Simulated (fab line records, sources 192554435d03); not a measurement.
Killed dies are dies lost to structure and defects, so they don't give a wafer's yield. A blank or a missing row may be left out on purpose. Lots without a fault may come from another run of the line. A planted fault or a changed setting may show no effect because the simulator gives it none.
fab line records | flow n5_finfet
record lots=7 wafers=18 last_day=17
route steps=1938 shown BEOL_M2@867 BEOL_M4@1111 PASSIVATION@1936
lots that met no fault: from a run of the same line without faults
start_h: hours from the record's first day to the start of the lot's first wafer shown | wait_h: hours since the lot's step before | " the same as in the row above | L1.1+2: a row that stands for several wafers | - no value, or no start given | * or withheld: withheld | < > ~ a bound
route shown NAME@n: a module of which the file shows steps, and the number in the route of the first | usual: mean/standard deviation of fault-free wafers | same: alike in all rows | chamber/n: place in a boat | sites: the reading at each site | _std_site: their standard deviation | _edge_site: outer sites' mean less inner sites' | radius_mm: how far each site lies from the wafer's centre | mask NAME#n: copy n | behind: the tool/chamber that last shaped the wafer | hold: why the lot was held/for how many hours/how that ended | device: the transistor (n, p or np) that didn't switch | end of line: the same wafers' tests at the end of the route | a step without rows: its recipe alone | killed: dies lost to structure and defects at the first sort, not the wafer's yield | map: a wafer's dies, x killed, . not, _ none there
set.NAME: the setting as run; set.NAME@STEP: as run at that earlier step | model.NAME: the simulator's own value behind a step, which no gauge read
lots at some steps of the route; a table a step, a row a wafer
services: from which hour (start_h, from the record's first day; less than 0 if before it) a tool's chamber was out of use, for how many hours, and why
## steps
# step N5_BEOL_M2_COAT_67
# recipe resist=SOC temp_c=250 time_s=60 spin_rpm=1500 resist_thk_nm=60
# step N5_BEOL_M2_COAT_68
# recipe resist=SiARC temp_c=220 time_s=60 spin_rpm=1500 resist_thk_nm=12
# step N5_BEOL_M2_COAT_76
# recipe resist=underlayer temp_c=205 time_s=60 spin_rpm=1500 resist_thk_nm=5
# step N5_BEOL_M2_COAT_22
# recipe resist=CAR-EUV spin_rpm=1500 resist_thk_nm=30
# step N5_BEOL_M2_EBR_24
# recipe solvent=PGMEA ebr_width_mm=1.5
# step N5_BEOL_M2_SOFTBAKE_23
# recipe temp_c=110 time_s=60 resist=CAR-EUV
# step N5_BEOL_M2_EXPOSE_25
# recipe mask_id=V1 na=0.33 source_shape=quasar sigma_inner=0.2 sigma_outer=0.8 polarization=unpolarized defocus_nm=5 dose_mj=63
# step N5_BEOL_M2_PEB_26
# recipe peb_temp_c=100 peb_time_s=60 resist=CAR-EUV
# step N5_BEOL_M2_DEVELOP_27
# recipe develop_time_s=30 developer=TMAH resist=CAR-EUV rinse_liquid=surfactant_rinse dry=air_spin dev_temp_c=23
# step N5_BEOL_M2_CD_MEAS_28
# recipe target_cd_nm=26.2 landing_energy_ev=500 detector=se_inlens target_cd_y_nm=24.1 polarity=opening
# usual cd_nm=26.23/0.22
# columns lot.wafer tool chamber start_h wait_h cd_nm
L715.2 cd_sem-03 0 143.99 - 26.31
L715.4 " 0 " " 26.14
L715.5 " 0 " " 26.26
L722.3 cd_sem-01 0 177.51 - 26.21
L722.4 " 0 " " 26.52
L722.6 " 0 " " 26.24
L730.2 cd_sem-02 0 228.62 - 26.13
L730.5 " 0 " " 26.16
L731.3 cd_sem-02 0 229.82 - 26.36
L731.5 " 0 " " 26.49
L732.3 cd_sem-01 0 240.40 - 26.02
L732.5 " 0 " " 26.08
L735.3 cd_sem-03 0 256.78 - 26.43
L735.4 " 0 " " 25.89
L735.5 " 0 " " 26.28
L737.3 cd_sem-03 0 269.05 - 25.95
L737.4 " 0 " " 25.90
L737.6 " 0 " " 26.22
# step N5_BEOL_M2_OVL_MEAS_29
# recipe points_per_wafer=522
# usual V1_OVL=0.3/0.62
# columns lot.wafer tool chamber start_h wait_h V1_OVL[nm]
L715.2 overlay-01 0 144.03 0.0 -0.4
L715.4 " 0 " " -0.4
L715.5 " 0 " " -0.8
L722.3 overlay-02 0 177.55 0.0 1.1
L722.4 " 0 " " 0.1
L722.6 " 0 " " 0.2
L730.2 overlay-01 0 228.65 0.0 0.6
L730.5 " 0 " " 0.2
L731.3 overlay-01 0 229.86 0.0 0.0
L731.5 " 0 " " 1.2
L732.3 overlay-02 0 240.44 0.0 -0.3
L732.5 " 0 " " 0.4
L735.3 overlay-02 0 256.82 0.0 -0.1
L735.4 " 0 " " -0.4
L735.5 " 0 " " 0.3
L737.3 overlay-01 0 269.09 0.0 -0.2
L737.4 " 0 " " 0.7
L737.6 " 0 " " 0.7
# step N5_BEOL_M2_INSPECT_30
# recipe mode=adi inspect_instrument=brightfield
# usual raw_defect_count=417/95
# columns lot.wafer tool chamber start_h wait_h raw_defect_count
L715.2 defect_inspect-02 - 144.08 0.0 283
L715.4 " - " " 266
L715.5 " - " " 246
L722.3 defect_inspect-02 - 177.59 0.0 435
L722.4 " - " " 448
L722.6 " - " " 418
L730.2 defect_inspect-01 - 228.71 0.0 424
L730.5 " - " " 325
L731.3 defect_inspect-01 - 229.91 0.0 544
L731.5 " - " " 471
L732.3 defect_inspect-01 - 240.49 0.0 475
L732.5 " - " " 390
L735.3 defect_inspect-02 - 256.86 0.0 391
L735.4 " - " " 412
L735.5 " - " " 326
L737.3 defect_inspect-01 - 269.14 0.0 371
L737.4 " - " " 399
L737.6 " - " " 397
# step N5_BEOL_M2_DESCUM_33
# recipe chemistry=O2 time_s=7 source_power_w=50 bias_power_w=20 pressure_mtorr=20 rf_frequency_hz=2.712e+07 temp_c=40 resist=CAR-EUV o2_flow_sccm=225
# usual drypump_motor_current_A=5.6/0.4 oes_product_au=0.81/0.097 rf_fwd_power_W=49.44/0.18 rf_vpp_V=242.9/1.3 showerhead_plenum_p_Torr=2.08/0.071 throttle_valve_pct=20.43/0.17
# columns lot.wafer tool chamber start_h wait_h drypump_motor_current_A oes_product_au rf_fwd_power_W rf_hours_counter_h rf_vpp_V showerhead_plenum_p_Torr throttle_valve_pct model.CAR-EUV_of_BEOL_M2_COAT_22.thk_nm
L715.2 rie_diel-05 1 144.11 0.0 5.2 0.74 49.35 174 242.0 2.08 20.41 26.2
L715.4 " 0 " " 5.7 0.72 49.27 182 242.0 2.07 20.47 26
L715.5 " 3 " " 5.2 0.98 49.54 - 243.5 2.05 20.44 26
L722.3 rie_diel-03 2 177.63 0.0 6.2 0.74 49.27 170 241.4 2.01 20.48 26
L722.4 " 3 " " 5.6 0.89 49.46 41 240.2 2.04 20.29 26.2
L722.6 " 1 " " 5.2 0.97 49.71 - 243.8 2.17 20.58 26
L730.2 rie_diel-03 2 228.74 0.0 6.2 0.72 49.43 190 241.7 2.00 20.52 25.4
L730.5 " 2 " " 6.2 0.71 49.50 - 242.6 2.00 20.53 25.4
L731.3 rie_diel-03 3 229.94 0.0 5.6 0.87 49.65 61 242.0 2.03 20.34 26.2
L731.5 " 2 " " 6.2 0.72 49.58 - 241.6 2.00 20.52 25.2
L732.3 rie_diel-03 1 240.92 0.4 5.3 0.91 49.57 32 244.3 2.16 20.62 26
L732.5 " 0 " " 6.1 0.78 49.19 - 241.0 2.03 20.57 25.2
L735.3 rie_diel-05 2 256.90 0.0 5.6 0.73 49.41 214 243.9 2.17 20.13 26.2
L735.4 " 1 " " 5.2 0.70 49.37 216 242.0 2.07 20.49 26.2
L735.5 " 2 " " 5.7 0.74 49.52 - 243.8 2.17 20.14 26.2
L737.3 rie_diel-06 0 269.17 0.0 5.0 0.94 49.52 9 245.4 2.17 20.46 26.2
L737.4 " 0 " " 5.0 0.95 49.20 - 244.5 2.17 20.45 26
L737.6 " 2 " " 5.6 0.88 49.33 - 245.6 2.23 20.21 26
# step N5_BEOL_M2_ETCH_77
# recipe chemistry=N2/H2 target=underlayer target_depth_a=65 mask_material=CAR-EUV time_s=5.2 ion_energy_ev=200 pressure_mtorr=30 source_w=840 bias_w=150 n2_flow_sccm=200 h2_flow_sccm=200 ends=cleared
# usual drypump_motor_current_A=5.6/0.4 etch_rf_on_time_s=5.12/0.12 h2_flow_sccm=200.0/0.57 oes_product_au=0.69/0.08 rf_fwd_power_W=818.9/2.7 rf_vpp_V=523.4/2.7 showerhead_plenum_p_Torr=2.52/0.08 throttle_valve_pct=17.81/0.18
# columns lot.wafer tool chamber start_h wait_h drypump_motor_current_A etch_rf_on_time_s h2_flow_sccm oes_product_au rf_fwd_power_W rf_hours_counter_h rf_vpp_V showerhead_plenum_p_Torr throttle_valve_pct
L715.2 rie_diel-05 1 144.15 0.0 5.2 5.17 199.8 0.62 822.1 174 524.0 2.53 17.94
L715.4 " 0 " " 5.7 5.04 200.3 0.63 817.1 182 525.2 2.52 17.86
L715.5 " 3 " " 5.2 4.93 200.5 0.84 819.0 - 523.9 2.50 17.86
L722.3 rie_diel-03 2 177.66 0.0 6.2 5.04 200.6 0.64 819.1 170 520.7 2.44 18.01
L722.4 " 3 " " 5.6 5.23 199.8 0.76 822.3 41 521.4 2.48 17.74
L722.6 " 1 " " 5.3 5.00 200.1 0.84 820.7 - 525.2 2.61 17.86
L730.2 rie_diel-03 2 228.77 0.0 6.2 5.02 199.6 0.64 819.6 190 520.6 2.43 18.07
L730.5 " 2 " " 6.2 4.98 198.7 0.63 814.6 - 518.0 2.44 18.07
L731.3 rie_diel-03 3 229.98 0.0 5.6 5.19 199.1 0.73 814.3 61 518.5 2.48 17.77
L731.5 " 2 " " 6.2 5.06 199.5 0.62 818.8 - 519.6 2.44 18.04
L732.3 rie_diel-03 1 240.96 0.0 5.3 5.00 199.3 0.79 817.4 32 526.5 2.60 17.93
L732.5 " 0 " " 6.1 5.01 200.4 0.68 821.2 - 521.3 2.44 17.76
L735.3 rie_diel-05 2 256.93 0.0 5.7 5.10 200.5 0.62 817.9 214 527.3 2.61 17.57
L735.4 " 1 " " 5.2 5.23 199.5 0.60 820.8 216 520.9 2.51 17.96
L735.5 " 2 " " 5.7 5.13 200.7 0.62 820.1 - 525.3 2.61 17.55
L737.3 rie_diel-06 0 269.20 0.0 5.0 5.35 199.2 0.80 816.0 9 526.3 2.60 17.68
L737.4 " 0 " " 5.0 5.29 198.4 0.80 816.5 - 525.0 2.60 17.66
L737.6 " 2 " " 5.7 5.41 199.6 0.74 820.1 - 528.4 2.71 17.58
# step N5_BEOL_M2_ETCH_69
# recipe chemistry=CF4 target=SiARC target_depth_a=156 mask_material=CAR-EUV time_s=26 ion_energy_ev=80 pressure_mtorr=40 source_w=545 bias_w=36 Ar_flow_sccm=100 cf4_flow_sccm=100 ends=cleared
# usual drypump_motor_current_A=5.6/0.4 etch_rf_on_time_s=25.7/0.52 oes_product_au=0.69/0.08 rf_fwd_power_W=532.3/2 rf_vpp_V=183.9/1.2 showerhead_plenum_p_Torr=2.13/0.065 throttle_valve_pct=15.56/0.13
# columns lot.wafer tool chamber start_h wait_h drypump_motor_current_A etch_rf_on_time_s oes_product_au rf_fwd_power_W rf_hours_counter_h rf_vpp_V showerhead_plenum_p_Torr throttle_valve_pct
L715.2 rie_diel-05 1 144.17 0.0 5.2 26.0 0.63 530.2 174 184.2 2.13 15.62
L715.4 " 0 " " 5.7 25.5 0.63 534.5 182 184.5 2.13 15.69
L715.5 " 3 " " 5.2 25.0 0.84 532.4 - 184.9 2.10 15.55
L722.3 rie_diel-03 2 177.68 0.0 6.2 25.2 0.64 535.5 170 182.8 2.04 15.61
L722.4 " 3 " " 5.6 25.8 0.75 529.2 41 182.6 2.09 15.47
L722.6 " 1 " " 5.3 25.0 0.84 530.1 - 185.6 2.19 15.52
L730.2 rie_diel-03 2 228.79 0.0 6.2 25.1 0.63 533.6 190 183.6 2.04 15.65
L730.5 " 2 " " 6.2 25.3 0.63 534.6 - 183.1 2.04 15.64
L731.3 rie_diel-03 3 230.00 0.0 5.6 26.3 0.72 531.4 61 184.2 2.09 15.52
L731.5 " 2 " " 6.2 25.4 0.63 533.6 - 181.7 2.04 15.65
L732.3 rie_diel-03 1 240.97 0.0 5.3 25.1 0.79 532.4 32 184.8 2.18 15.57
L732.5 " 0 " " 6.1 25.3 0.68 532.6 - 182.6 2.07 15.66
L735.3 rie_diel-05 2 256.95 0.0 5.7 26.0 0.62 532.8 214 185.0 2.21 15.39
L735.4 " 1 " " 5.2 26.4 0.59 534.8 216 183.4 2.11 15.68
L735.5 " 2 " " 5.7 25.7 0.62 532.0 - 184.6 2.21 15.41
L737.3 rie_diel-06 0 269.22 0.0 5.0 26.5 0.80 531.1 9 184.5 2.19 15.39
L737.4 " 0 " " 5.0 26.5 0.80 533.5 - 185.6 2.19 15.39
L737.6 " 2 " " 5.6 26.3 0.76 532.5 - 186.0 2.26 15.36
# step N5_BEOL_M2_ALD_98
# recipe material=SiO2 target_thk_a=25 temp_c=100 ald_precursor_family=BDEAS ald_co_reactant=O2-plasma pulse_time_s=1 co_reactant_pulse_time_s=1 purge_time_s=2 co_reactant_purge_time_s=2 ald_cycles=17 pressure_torr=2
# usual chamber_pressure_Torr=2.000/0.0043 heater_power_w=75/9.7 precursor_pulse_height_rel=1.001/0.019
# same co_reactant_pulse_time_s=1 co_reactant_purge_time_s=2
# columns lot.wafer tool chamber start_h wait_h chamber_pressure_Torr heater_power_w precursor_pulse_height_rel
L715.2 ald_sin-04 1 144.92 0.7 2.004 77 1.007
L715.4 " 3 " " 2.003 77 1.018
L715.5 " 0 " " 2.001 66 0.984
L722.3 ald_sin-03 2 177.76 0.1 1.995 64 0.974
L722.4 " 3 " " 2.002 81 1.040
L722.6 " 2 " " 1.996 65 0.987
L730.2 ald_sin-01 2 230.29 1.5 1.999 80 0.983
L730.5 " 2 " " 1.997 81 0.987
L731.3 ald_sin-01 3 230.39 0.4 2.001 84 1.022
L731.5 " 2 " " 1.997 79 0.981
L732.3 ald_sin-04 3 242.23 1.2 2.007 79 1.018
L732.5 " 3 " " 2.002 79 0.960
L735.3 ald_sin-04 1 257.03 0.1 2.002 76 1.018
L735.4 " 3 " " 2.001 77 0.981
L735.5 " 3 " " 1.995 78 0.995
L737.3 ald_sin-03 1 271.07 1.8 2.005 91 0.972
L737.4 " 2 " " 1.993 66 1.018
L737.6 " 1 " " 1.997 94 0.966
# step N5_BEOL_M2_ETCHBACK_99
# recipe chemistry=CHF3 target=SiO2 target_depth_a=50 time_s=10.4 source_w=215 bias_w=47 Ar_flow_sccm=200 CHF3_flow_sccm=12 ion_energy_ev=100 pressure_mtorr=30
# usual drypump_motor_current_A=5.6/0.44 oes_product_au=0.80/0.091 rf_fwd_power_W=212.5/0.85 rf_vpp_V=241/4.2 showerhead_plenum_p_Torr=2.13/0.069 throttle_valve_pct=17.03/0.16
# columns lot.wafer tool chamber start_h wait_h drypump_motor_current_A oes_product_au rf_fwd_power_W rf_hours_counter_h rf_vpp_V showerhead_plenum_p_Torr throttle_valve_pct model.CAR-EUV_of_BEOL_M2_COAT_22.thk_nm
L715.2 rie_diel-06 1 147.75 2.8 5.4 0.78 211.5 124 238 2.15 16.74 10.4
L715.4 " 2 " " 5.7 0.68 210.8 246 233 2.02 17.12 10.4
L715.5 " 2 " " 5.6 0.67 211.2 - 233 2.02 17.11 10.4
L722.3 rie_diel-06 3 181.86 4.1 6.4 0.71 212.9 201 239 2.06 17.09 10.4
L722.4 " 1 " " 5.4 0.77 211.9 - 239 2.14 16.79 10.6
L722.6 " 3 " " 6.4 0.72 213.2 - 241 2.06 17.09 10.4
L730.2 rie_diel-03 0 232.63 2.3 6.1 0.79 212.0 120 240 2.08 17.15 9.6
L730.5 " 2 " " 6.2 0.73 212.9 - 240 2.05 17.14 9.6
L731.3 rie_diel-05 3 234.56 4.1 5.2 0.89 212.8 35 245 2.11 17.12 10.6
L731.5 " 3 " " 5.2 0.89 213.7 - 243 2.11 17.13 9.4
L732.3 rie_diel-03 1 246.97 4.7 5.3 0.91 213.1 33 249 2.19 17.02 10.6
L732.5 " 0 " " 6.1 0.80 213.1 - 240 2.08 17.16 9.6
L735.3 rie_diel-03 1 260.93 3.8 5.3 0.90 213.2 38 248 2.18 17.03 10.4
L735.4 " 3 " " 5.6 0.84 212.8 72 241 2.09 17.00 10.4
L735.5 " 3 " " 5.6 0.85 213.9 - 243 2.09 17.01 10.4
L737.3 rie_diel-03 0 277.29 6.2 6.1 0.78 212.4 136 240 2.08 17.17 10.4
L737.4 " 1 " " 5.3 0.90 213.4 43 248 2.18 17.03 10.4
L737.6 " 0 " " 6.1 0.78 213.3 - 238 2.08 17.19 10.4
# step N5_BEOL_M2_ETCH_70
# recipe chemistry=N2/H2 target=SOC target_depth_a=800 overetch_a=240 mask_material=SiARC temp_c=40 time_s=130 ion_energy_ev=200 pressure_mtorr=30 source_w=840 bias_w=150 n2_flow_sccm=200 h2_flow_sccm=200
# usual drypump_motor_current_A=5.7/0.44 h2_flow_sccm=200.0/0.56 oes_product_au=0.59/0.064 rf_fwd_power_W=836.3/2.5 rf_vpp_V=523.3/2.5 showerhead_plenum_p_Torr=2.52/0.087 throttle_valve_pct=17.73/0.19
# columns lot.wafer tool chamber start_h wait_h drypump_motor_current_A h2_flow_sccm oes_product_au rf_fwd_power_W rf_hours_counter_h rf_vpp_V showerhead_plenum_p_Torr throttle_valve_pct
L715.2 rie_diel-06 1 147.79 0.0 5.4 200.1 0.58 838.4 124 524.6 2.54 17.35
L715.4 " 2 " " 5.6 200.4 0.50 831.8 246 520.3 2.40 17.86
L715.5 " 2 " " 5.6 200.1 0.50 837.8 - 520.8 2.40 17.84
L722.3 rie_diel-06 3 181.90 0.0 6.5 200.3 0.53 834.4 201 520.2 2.41 17.72
L722.4 " 1 " " 5.4 200.5 0.56 834.1 - 525.1 2.54 17.41
L722.6 " 3 " " 6.5 199.5 0.53 834.7 - 520.3 2.41 17.73
L730.2 rie_diel-03 0 232.67 0.0 6.1 200.3 0.57 834.0 121 522.6 2.44 17.72
L730.5 " 2 " " 6.2 199.4 0.53 835.9 - 521.8 2.43 18.00
L731.3 rie_diel-05 3 234.60 0.0 5.2 198.7 0.63 835.7 35 522.5 2.48 17.87
L731.5 " 3 " " 5.2 199.8 0.64 836.6 - 522.6 2.48 17.86
L732.3 rie_diel-03 1 247.01 0.0 5.3 199.3 0.66 834.2 33 524.0 2.59 17.89
L732.5 " 0 " " 6.1 199.3 0.58 834.8 - 522.0 2.44 17.70
L735.3 rie_diel-03 1 260.96 0.0 5.2 200.3 0.65 837.3 38 524.0 2.59 17.89
L735.4 " 3 " " 5.6 200.6 0.62 836.0 72 522.9 2.47 17.75
L735.5 " 3 " " 5.6 199.7 0.61 837.8 - 521.8 2.47 17.73
L737.3 rie_diel-03 0 277.33 0.0 6.1 200.3 0.57 836.9 136 520.4 2.43 17.73
L737.4 " 1 " " 5.3 199.3 0.65 837.2 43 525.0 2.59 17.90
L737.6 " 0 " " 6.1 199.6 0.57 838.8 - 522.2 2.43 17.73
# step N5_BEOL_M4_RC_MEAS_101
# usual DIBL_N=35.8/1.8 DIBL_P=35.6/2 IOFF_N=0.148/0.028 IOFF_P=0.20/0.034 ION_N=672/12 ION_P=462/8.5 SS_N=71.2/0.65 SS_P=73.1/0.67 VT_N=251/3.3 VT_P=-251/3.8
# columns lot.wafer tool chamber start_h wait_h DIBL_N[mV/V] DIBL_P[mV/V] IOFF_N[nA/um] IOFF_P[nA/um] ION_N[uA/um] ION_P[uA/um] SS_N[mV/dec] SS_P[mV/dec] VT_N[mV] VT_P[mV]
L715.2 prober-01 0 171.13 0.2 37.9 39.4 0.177 0.23 676 472 70.7 74.2 249 -248
L715.4 " 0 " " 34.7 35.9 0.128 0.19 672 465 70.4 73.0 251 -252
L715.5 " 0 " " 36.8 38.1 0.155 0.22 676 466 70.5 72.9 249 -248
L722.3 prober-01 0 204.53 0.3 34.5 34.1 0.130 0.21 667 461 70.9 72.8 254 -248
L722.4 " 0 " " 34.9 34.2 0.126 0.21 667 468 70.9 72.9 253 -248
L722.6 " 0 " " 34.5 32.8 0.126 0.19 676 471 70.6 73.7 253 -252
L730.2 prober-01 0 262.67 0.2 38.2 38.2 0.196 0.23 683 467 71.8 73.7 247 -250
L730.5 " 0 " " 35.0 34.7 0.128 0.17 668 462 71.6 73.6 254 -257
L731.3 prober-02 0 264.51 0.3 33.9 33.7 0.088 0.12 642 441 71.0 72.9 262 -259
L731.5 " 0 " " 37.0 36.8 0.135 0.15 655 441 71.7 73.3 256 -257
L732.3 prober-01 0 267.62 0.3 37.0 37.7 0.157 0.21 676 463 71.7 73.4 250 -252
L732.5 " 0 " " 37.7 38.0 0.160 0.20 668 460 71.7 74.1 251 -251
L735.3 prober-01 0 290.62 0.3 36.1 36.8 0.140 0.20 661 454 71.8 73.3 253 -249
L735.4 " 0 " " 38.2 38.9 0.176 0.23 672 461 72.2 73.3 248 -251
L735.5 " 0 " " 36.3 37.5 0.148 0.20 662 455 71.2 74.3 250 -250
L737.3 prober-02 0 311.02 0.3 34.3 34.4 0.142 0.20 690 471 70.7 72.1 253 -250
L737.4 " 0 " " 37.9 38.2 0.200 0.25 686 472 71.2 73.8 247 -247
L737.6 " 0 " " 38.1 38.1 0.214 0.26 705 481 71.2 72.8 243 -244
# step N5_PASSIVATION_PROBE_49
# usual defect_limited_yield=91.3/1.5 killed_at_M0_to_M3=34/11 killed_at_M4_up=14/6.1 killed_at_contacts=12/5.9 killed_at_front_end=39/11 killed_at_other=4/3.3 killed_dies=102/18 killed_open=67/13 killed_short=33/7.9 sort_bin_5_function=5.1/1 sort_bin_6_memory=3.3/0.7 sort_bin_8_speed=0.1/0.69 sort_n_pass=1077/19 sort_yield_pct=91.3/1.6
# same gross_dies=1180 killed_at_back_side=0 sort_bin_4_leakage[%]=0
# columns lot.wafer tool chamber start_h wait_h defect_limited_yield[%] killed_at_M0_to_M3 killed_at_M4_up killed_at_contacts killed_at_front_end killed_at_other killed_dies killed_open killed_short sort_bin_5_function[%] sort_bin_6_memory[%] sort_bin_8_speed[%] sort_n_pass sort_yield_pct[%]
L731.5 prober-01 - 370.24 0.2 91.4 21 12 21 40 7 101 59 39 4.4 3.6 0 1079 91.4
L732.5 prober-02 - 373.63 0.2 93.6 21 12 7 34 1 75 44 27 4.3 1.8 0 1105 93.6
L730.5 prober-02 - 376.49 0.2 90.7 27 37 7 34 5 110 80 24 5.8 3.1 0 1070 90.7
# killed by level:class
L731.5 FIN_SAQP:geometric_particle:short=19 MOL_CONTACT_COAG:geometric_particle:open=18 BEOL_M0_SAQP:geometric_particle:open=8 BEOL_M0_SAQP:geometric_particle:short=7 MOL_CONTACT_COAG:geometric_particle:short=3 STI_FIN_REVEAL:geometric_particle:open=3 BEOL_M2:geometric_particle:open=3 BEOL_M5:geometric_particle:open=3
L732.5 FIN_SAQP:geometric_particle:open=8 BEOL_M3:geometric_particle:open=5 MOL_CONTACT_COAG:geometric_particle:open=4 BEOL_M0_SAQP:geometric_particle:short=4 BEOL_M4:geometric_particle:open=4 STARTING-WAFER:geometric_particle:short=4 FIN_SAQP:geometric_particle:short=3 GATE_CUT:geometric_particle:short=3
L730.5 BEOL_M4:geometric_particle:open=20 BEOL_M2:geometric_particle:open=10 FIN_SAQP:geometric_particle:open=7 STI_FIN_REVEAL:geometric_particle:open=7 DUMMY_GATE:geometric_particle:open=5 MOL_CONTACT_COAG:geometric_particle:open=5 BEOL_M3:geometric_particle:open=5 BEOL_M5:geometric_particle:open=5
## services
# columns tool chamber start_h hours kind
rie_diel-03 1 121.14 - clean
rie_diel-03 1 121.14 - consumable_replace:focus_ring
rie_diel-03 1 121.14 33.9 scheduled_down
rie_diel-03 1 121.14 33.9 vent_cycle
rie_diel-05 3 128.67 - clean
rie_diel-05 3 128.67 - consumable_replace:focus_ring
rie_diel-05 3 128.67 11.6 scheduled_down
rie_diel-05 3 128.67 11.6 vent_cycle
rie_diel-06 2 158.01 - clean
rie_diel-06 2 158.01 - consumable_replace:focus_ring
rie_diel-06 2 158.01 - consumable_replace:showerhead
rie_diel-06 2 158.01 24.5 scheduled_down
rie_diel-06 2 158.01 24.5 vent_cycle
rie_diel-05 2 169.34 16.3 repair
rie_diel-05 0 170.33 5.8 repair
ald_sin-01 1 173.81 11.8 repair
ald_sin-03 - 217.38 14.6 pm
rie_diel-06 0 219.61 - clean
rie_diel-03 0 223.19 7.0 repair
ald_sin-01 - 237.60 6.0 pm
rie_diel-06 3 249.82 7.8 repair
ald_sin-01 - 253.18 2.8 pm
rie_diel-06 1 268.25 3.5 repair
ald_sin-04 - 268.25 14.0 pm
## key
first_sign none at tools or gauges
model_effect step=N5_BEOL_M2_DESCUM_33 value=CAR-EUV_of_BEOL_M2_COAT_22.thk_nm without=26.1 struck=25.3
model_effect step=N5_BEOL_M2_ETCHBACK_99 value=CAR-EUV_of_BEOL_M2_COAT_22.thk_nm without=10.35 struck=9.55
met_at N5_BEOL_M2_DESCUM_33
struck_wafers L730.2,L730.5,L731.5,L732.5
onset_between 177.63 228.74
fault kind=process_parameter_drift tool=rie_diel-03 chamber=- onset_h=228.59 steps=N5_BEOL_M2_DESCUM_33 channel=time_s offset=* shape=step end_h=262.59 scope=struck_wafers_only acts_in=* stated=*
